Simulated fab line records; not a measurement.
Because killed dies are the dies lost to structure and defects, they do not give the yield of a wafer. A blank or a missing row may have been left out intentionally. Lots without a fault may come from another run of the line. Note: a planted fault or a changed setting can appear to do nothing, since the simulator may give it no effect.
Split-lot experiment ; flow n5 finfet ; on a route of 1938 steps: 7 lots, 39 wafers read

## THE SPLIT
At N5_FIN_SAQP_SPACER1_ALD_24 (deposits SiO2, target thk 20.3 nm, pulse time 1 s, purge time 2 s), the setting ald cycles was moved away from the recipe's 218 on 18 of the 39 wafers read, by -59.2% to +51.8%. For the rest of the wafers, this setting stayed at what the recipe calls for.

## FROM THE SPLIT TO THE READING: what the file shows between them, 2 steps
- N5_FIN_SAQP_SPACER1_ETCHBACK_25: etches SiO2 in CHF3/O2, target depth 24.4 nm, time 12.2 s
- N5_FIN_SAQP_MANDREL1_REMOVE_56: chemistry HBr/Cl2/O2, target a-Si, stops on SiNx, bt time 10 s

## THE READING
cd nm at N5_FIN_SAQP_CD_MEAS_27, given in nm (cd target 20 nm). On this fab line, fault-free wafers typically give 20.30 nm with a standard deviation of 0.26 nm.

wafer;tool, chamber at the split;ald cycles as run;against the recipe;cd nm, nm;against lot-mates on the recipe
L074.1;ald sin-01, 1,0,1;130;-40.4%;12.61;-8.01
L074.2;ald sin-01, 2,0;218;recipe;20.54;-
L074.3;ald sin-01, 1,0,1;130;-40.4%;12.42;-8.20
L074.4;ald sin-01, 2;218;recipe;20.57;-
L074.5;ald sin-01, 2,0;218;recipe;20.74;-
L074.6;ald sin-01, 1,0,1;130;-40.4%;11.94;-8.68
L076.1;ald sin-03, 0,2;218;recipe;19.75;-
L076.2;ald sin-03, 0,2;218;recipe;20.31;-
L076.3;ald sin-03, 3,0;89;-59.2%;8.10;-12.03
L076.4;ald sin-03, 1;218;recipe;20.34;-
L076.5;ald sin-03, 3,0;89;-59.2%;8.06;-12.07
L076.6;ald sin-03, 3;89;-59.2%;8.13;-12.00
L080.1;ald sin-03, 2,3;331;+51.8%;30.80;+10.61
L080.2;ald sin-03, 1;331;+51.8%;30.77;+10.58
L080.3;ald sin-03, 0;218;recipe;20.12;-
L080.4;ald sin-03, 2,3;331;+51.8%;30.71;+10.52
L080.5;ald sin-03, 1,2;218;recipe;20.42;-
L080.6;ald sin-03, 1,2;218;recipe;20.04;-
L081.1;ald sin-04, 1,3,0;218;recipe;20.34;-
L081.4;ald sin-04, 1,3,0;218;recipe;20.42;-
L081.5;ald sin-04, 1,3,0;218;recipe;19.89;-
L084.1;ald sin-04, 3,1,0;142;-34.9%;13.23;-7.04
L084.2;ald sin-04, 3,1,0;142;-34.9%;13.03;-7.24
L084.3;ald sin-04, 2;218;recipe;20.41;-
L084.4;ald sin-04, 3,1,0;142;-34.9%;13.32;-6.95
L084.5;ald sin-04, 1,0;218;recipe;20.11;-
L084.6;ald sin-04, 1,0;218;recipe;20.29;-
L087.1;ald sin-04, 3;133;-39.0%;12.22;-8.10
L087.2;ald sin-04, 1;133;-39.0%;12.25;-8.07
L087.3;ald sin-04, 0;218;recipe;20.37;-
L087.4;ald sin-04, 2;218;recipe;20.11;-
L087.5;ald sin-04, 2;218;recipe;20.47;-
L087.6;ald sin-04, 3;133;-39.0%;12.31;-8.01
L097.1;ald sin-01, 0;309;+41.7%;29.02;+8.78
L097.2;ald sin-01, 1,2,3;218;recipe;19.90;-
L097.3;ald sin-01, 1,2,3;218;recipe;20.35;-
L097.4;ald sin-01, 3;309;+41.7%;28.71;+8.47
L097.5;ald sin-01, 0;309;+41.7%;28.92;+8.68
L097.6;ald sin-01, 1,2,3;218;recipe;20.46;-
Where a row lists several chambers, the file gives one row for several wafers and doesn't say which wafer went through which chamber.

THE FIT
A straight line over all 39 wafers: cd nm changes by +0.204 nm for each +1% of ald cycles; r = +1.00; the points scatter about the line by 0.23 nm.
The same after taking each lot's own level away (the mean of its wafers on the recipe; 39 wafers): +0.205 nm for each +1%; r = +1.00; scatter 0.18 nm.
On that fit, the largest move of ald cycles shifts the reading by 12 nm.
The lots' own levels span 20.133 to 20.617 nm, that is 1.9 times the standard deviation above.
Hence the lot-to-lot level has little effect on the slope; both slopes agree.
Check: with one of the wafers moved furthest among these (-59.2%) left out of the fit, the line predicts -12.1 nm for it against its lot-mates. It came out at -12 nm against them.

## THE WHOLE CHAIN: every reading that the file lists as answering this split, in the file's order
step;what it does;reading;change (the file's fit);r (the file's)
N5_FIN_SAQP_SPACER1_ALD_24;deposits SiO2, target thk 20.3 nm, pulse time 1 s, purge time 2 s;SiO2_of_FIN_SAQP_SPACER1_ALD_24.thk nm (the simulator's own value, which no gauge read);+0.204 nm for each +1% of the setting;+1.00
N5_FIN_SAQP_MANDREL1_REMOVE_56;chemistry HBr/Cl2/O2, target a-Si, stops on SiNx, bt time 10 s;FIN_SAQP.cd nm (the simulator's own value, which no gauge read);+0.203 nm for each +1% of the setting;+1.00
N5_FIN_SAQP_CD_MEAS_27;target cd 20 nm;cd nm;+0.205 nm for each +1% of the setting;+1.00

## THE FILE'S OWN FIT
cd nm changes by +0.205 nm for each +1% of ald cycles, r = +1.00.
